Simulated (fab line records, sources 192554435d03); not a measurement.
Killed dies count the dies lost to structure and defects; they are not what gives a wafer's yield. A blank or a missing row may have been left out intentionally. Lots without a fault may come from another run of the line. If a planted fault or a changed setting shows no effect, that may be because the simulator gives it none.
A struck lot beside a sound one || flow n5Finfet || 15 steps out of a route of 1938
Sound: the wafers L984.2, L984.4, L984.5. The struck wafers were L986.2, L986.5, L986.6. The cause is given at the end.
Per side, at each step with rows, come the tool, then ch with its chambers, and then its first start. Under that, the readings that differ: sound wafers || struck wafers || difference of the means || sigmas: that difference in standard deviations of wafers without a fault.
alike: words and numbers the same on both sides, and readings whose means are apart by under 2 such deviations; not compared: readings that were withheld, readings missing a value for some wafer, numbers with overlapping values and no deviation given by the record, and bounds like >300 which may hide the same value.
Wherever a step has rows on one side only, a row that says differs or no value, or a row with sigmas, the two part there. When numbers do not overlap yet have no deviation, they are printed without sigmas and do not part them. Lack of a reading on every wafer of one side parts them only where that side has two or more wafers.

N5_DUMMY_GATE_ETCH_44: etches poly-Si in HBr/O2, stops on SiO2, target depth 127.5 nm.
  sound on rieSi-05 ch 0,2,3, day 5 15:49; struck on rieSi-05 ch 0,1, day 6 02:12
  alike: drypumpMotorCurrentA, oesProductAu, throttleValvePct
  not compared: rfHoursCounterH
N5_DUMMY_GATE_CD_MEAS_24: target cd 15 nm.
  sound on cdSem-03 at day 5 15:56; struck on cdSem-03 at day 6 02:19
  alike: cdNm
N5_DUMMY_GATE_ETCH_42: etches SiO2 in CHF3/O2, target depth 3.5 nm, time 31 s.
  sound on rieDiel-05 ch 0,1, day 5 15:59; struck on rieDiel-01 ch 0,1, day 6 02:27
  alike: drypumpMotorCurrentA, oes_o_777_au, oesProductAu, rfVppV, showerheadPlenumPTorr, throttleValvePct
  not compared: rfHoursCounterH
N5_DUMMY_GATE_STRIP_48: strips in N2/H2, time 20 s.
  sound on rieDiel-05 ch 0,1, day 5 16:02; struck on rieDiel-01 ch 0,1, day 6 02:30
  alike: drypumpMotorCurrentA, oesProductAu, rfVppV, showerheadPlenumPTorr, throttleValvePct
  not compared: rfHoursCounterH
then, 5 steps without rows for these wafers: N5_DUMMY_GATE_PRECLEAN_33 (cleans in dHF, time 10 s); N5_DUMMY_GATE_PRECLEAN_25 (cleans in O3/DIW, time 45 s); N5_DUMMY_GATE_PRECLEAN_51 (cleans in SC2, time 45 s); N5_DUMMY_GATE_SRD_26 (time 30 s); N5_DUMMY_GATE_UV_OZONE_45 (time 120 s).
N5_DUMMY_GATE_INSPECT_27: inspects for defects (brightfield).
  sound on defectInspect-02 at day 5 16:13; struck on defectInspect-02 at day 6 02:41
  alike: rawDefectCount
N5_SPACER0_ALD_07: deposits SiNx, target thk 2 nm.
  sound on aldSin-03 ch 0,1, day 5 16:16; struck on aldSin-03 ch 0,1,2, day 6 02:43
  alike: chamberPressureTorr, heaterPowerOuterW, heaterPowerW
  not compared: sinceWetCleanH
N5_SPACER0_ALD_00: deposits SiOCN, target thk 3.5 nm, pulse time 3 s, purge time 2 s.
  sound on aldSin-03 ch 0,1, day 5 16:25; struck on aldSin-03 ch 0,1,2, day 6 02:53
  alike: chamberPressureTorr, heaterPowerOuterW, heaterPowerW, precursorPulseHeightRel
  not compared: sinceWetCleanH
N5_SPACER0_ALD_08: deposits SiNx, target thk 2 nm.
  sound on aldSin-03 ch 0,1, day 5 16:41; struck on aldSin-03 ch 0,1,2, day 6 03:08
  no value came back on the struck wafers for chamberPressureTorr (Torr), heaterPowerOuterW (W), heaterPowerW (W); on the sound wafers chamberPressureTorr (Torr) reads 2.001 1.993 2.010
  not compared: sinceWetCleanH
N5_SPACER0_INSPECT_04: inspects for defects (darkfield).
  sound on defectInspect-02 at day 5 16:50; struck on defectInspect-01 at day 6 03:17
  alike: rawDefectCount
N5_PASSIVATION_PROBE_49:
  the record has rows for the sound wafers here (prober-02, day 14 18:00) and none for the struck ones

## WHERE THEY PART
Earliest at N5_SPACER0_ALD_08; latest, in this record, at N5_PASSIVATION_PROBE_49.

WHY: what had been put in by the simulator
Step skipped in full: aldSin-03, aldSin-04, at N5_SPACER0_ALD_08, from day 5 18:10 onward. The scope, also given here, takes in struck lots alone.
